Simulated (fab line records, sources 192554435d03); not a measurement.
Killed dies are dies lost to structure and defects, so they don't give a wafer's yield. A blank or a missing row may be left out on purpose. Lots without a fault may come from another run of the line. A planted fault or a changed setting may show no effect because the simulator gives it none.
Chamber matching | flow n5_finfet | N5_BEOL_M13_ETCH_59 on rie_diel-03: 4 sister chambers
The step etches BARC in N2/H2, target depth 89 nm, overetch 26.7 nm, time 67.9 s. 14 wafers are shown with their chamber, then 7 later ones without.

WAFERS WITH THEIR CHAMBER
wafer  | chamber | oes_product_au (a.u.) | drypump_motor_current_A (A) | throttle_valve_pct (%)
L078.1 | 0       | 0.61                  | 6.4                         | 17.93
L078.3 | 3       | 0.58                  | 5.6                         | 18.05
L078.5 | 1       | 0.71                  | 6.1                         | 17.86
L080.1 | 0       | 0.61                  | 6.4                         | 17.95
L080.3 | 3       | 0.58                  | 5.6                         | 18.04
L080.4 | 1       | 0.71                  | 6.1                         | 17.88
L081.1 | 3       | 0.58                  | 5.6                         | 18.05
L081.2 | 2       | 0.61                  | 5.4                         | 17.79
L081.5 | 0       | 0.61                  | 6.4                         | 17.94
L082.1 | 1       | 0.71                  | 6.0                         | 17.90
L082.3 | 3       | 0.58                  | 5.6                         | 18.04
L082.4 | 2       | 0.61                  | 5.5                         | 17.78
L087.3 | 1       | 0.69                  | 6.0                         | 17.92
L087.5 | 1       | 0.69                  | 6.1                         | 17.91

SIGNATURES (means of the wafers above)
reading                 | chamber 0 | chamber 1 | chamber 2 | chamber 3 | scatter within a chamber
oes_product_au          | 0.6100    | 0.7020    | 0.6100    | 0.5800    | 0.00693
drypump_motor_current_A | 6.400     | 6.060     | 5.450     | 5.600     | 0.0412
throttle_valve_pct      | 17.9400   | 17.8940   | 17.7850   | 18.0450   | 0.0163
Rule: a wafer's distance from a chamber is the root of the sum, over the readings, of the square of ((its reading less the chamber's mean) divided by the reading's scatter). The wafer belongs to the nearest chamber; if the next one is less than 2 further off, it can't be placed. The scatter: the root of (the sum of the squares of (reading less its chamber's mean) over the shown wafers, divided by (wafers less chambers)).

WAFERS WITHOUT THEIR CHAMBER
wafer  | oes_product_au (a.u.) | drypump_motor_current_A (A) | throttle_valve_pct (%)
L087.6 | 0.60                  | 5.4                         | 17.82
L094.1 | 0.60                  | 5.5                         | 17.83
L094.3 | 0.69                  | 6.1                         | 17.94
L094.4 | 0.60                  | 5.5                         | 17.84
L096.1 | 0.67                  | 6.0                         | 17.95
L096.5 | 0.68                  | 6.0                         | 17.95
L096.6 | 0.59                  | 5.4                         | 17.85

WHICH CHAMBER EACH WENT THROUGH
wafer  | from the rows above | in truth
L087.6 | 2                   | 2
L094.1 | 2                   | 2
L094.3 | 1                   | 1
L094.4 | 2                   | 2
L096.1 | 1                   | 1
L096.5 | 1                   | 1
L096.6 | 2                   | 2
Placed correctly: 7 of 7. Can't be placed from these rows: 0. Placed wrongly: 0.
